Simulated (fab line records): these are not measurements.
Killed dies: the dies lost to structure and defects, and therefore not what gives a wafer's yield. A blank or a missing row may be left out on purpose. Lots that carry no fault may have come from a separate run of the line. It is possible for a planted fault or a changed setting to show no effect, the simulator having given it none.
A struck lot beside a sound one ; flow n5_finfet ; 14 out of 1938 route steps
Sound: the wafers L842.3, L842.4, L842.6. Struck: wafer L832.1 (left out: L832.4, L832.6 of the same lot, which were not struck); the cause appears at the end.
Per side, at each step with rows, come the tool, then ch with its chambers, and then its first start. Under that, the readings that differ: sound wafers ; struck wafers ; difference of the means ; sigmas: that difference in standard deviations of wafers without a fault.
alike: a reading whose means differ by less than 2 such deviations, as well as words and numbers matching on both sides. not compared: withheld readings; readings where some wafer has no value; bounds like >300 that might hide an equal value; numbers whose values overlap and for which the record gives no deviation.
Wherever a step has rows on one side only, a row that says differs or no value, or a row with sigmas, the two part there. Numbers that have no deviation but don't overlap get no sigmas and don't part them. A reading that every wafer of one side lacks parts them only if that side has two wafers or more.

first, 1 step without rows for these wafers: N5_BEOL_M11_TRENCH_ETCH_37 (etches SiCOH lowk in C4F6/O2, target depth 148.83 nm, time 48 s).
N5_BEOL_M11_ETCH_41: etches SiCN in CH3F/O2, target depth 42.6 nm, time 86 s.
  sound: rie_diel-01 ch 0,1,2; struck: rie_diel-04 ch 0
  alike: drypump_motor_current_A, oes_product_au, rf_vpp_V, showerhead_plenum_p_Torr, throttle_valve_pct
  not compared: rf_hours_counter_h
N5_BEOL_M11_STRIP_77: strips in N2/H2, time 10 s.
  sound: rie_diel-01 ch 0,1,2; struck: rie_diel-04 ch 0
  alike: bias_power_w, drypump_motor_current_A, oes_product_au, rf_vpp_V, showerhead_plenum_p_Torr, throttle_valve_pct
  not compared: rf_hours_counter_h
N5_BEOL_M11_OCD_MEAS_38:
  sound on ocd-02, day 15 14:23; struck on ocd-01, day 12 20:18
  alike: trench_depth_nm
then, 4 steps without rows for these wafers: N5_BEOL_M11_HM_STRIP_39 (strips TiN in peroxide tin strip, target depth 25 nm, time 158 s); N5_BEOL_M11_SRD_40 (time 30 s); N5_BEOL_M11_PRECLEAN_42 (cleans in residue remover, time 60 s); N5_BEOL_M11_SRD_43 (time 30 s).
N5_BEOL_M11_CD_MEAS_35: the cd target is 70 nm.
  sound on cd_sem-03, day 15 14:32; struck on cd_sem-03, day 12 20:27
  alike: cd_nm
then, 1 step without rows for these wafers: N5_BEOL_M11_CURE_72 (cures SiCOH lowk, time 120 s).
N5_BEOL_M11_DEGAS_44: time 60 s.
  sound on pvd_sputter-02, day 15 15:23; struck on pvd_sputter-03, day 12 20:52
  alike: heater_power_w
N5_BEOL_M11_PRE_CLEAN_45: time 30 s.
  sound on pvd_sputter-02, day 15 15:25; struck on pvd_sputter-03, day 12 20:54
  alike: heater_power_w
N5_BEOL_M11_ALD_74: deposits TaN, target thk 2 nm, pulse time 2 s, purge time 3 s.
  sound on ald_metal-02 ch 0,1,2, day 15 15:29; struck on ald_metal-04 ch 0, day 12 21:02
reading;sound;struck;difference;sigmas
ald_cycles;40 40 40;51;+11;
model.TaN_of_BEOL_M11_ALD_74.thk_nm (nm);2 2 2;2.6;+0.6;
  alike: heater_power_w
N5_BEOL_M11_SURFACE_TREAT_76:
  sound on pvd_sputter-03, day 15 15:49; struck on pvd_sputter-02, day 12 21:19
  not compared: throttle_valve_pct

WHERE THEY PART
Nowhere in this record.

WHY: what had been put in by the simulator
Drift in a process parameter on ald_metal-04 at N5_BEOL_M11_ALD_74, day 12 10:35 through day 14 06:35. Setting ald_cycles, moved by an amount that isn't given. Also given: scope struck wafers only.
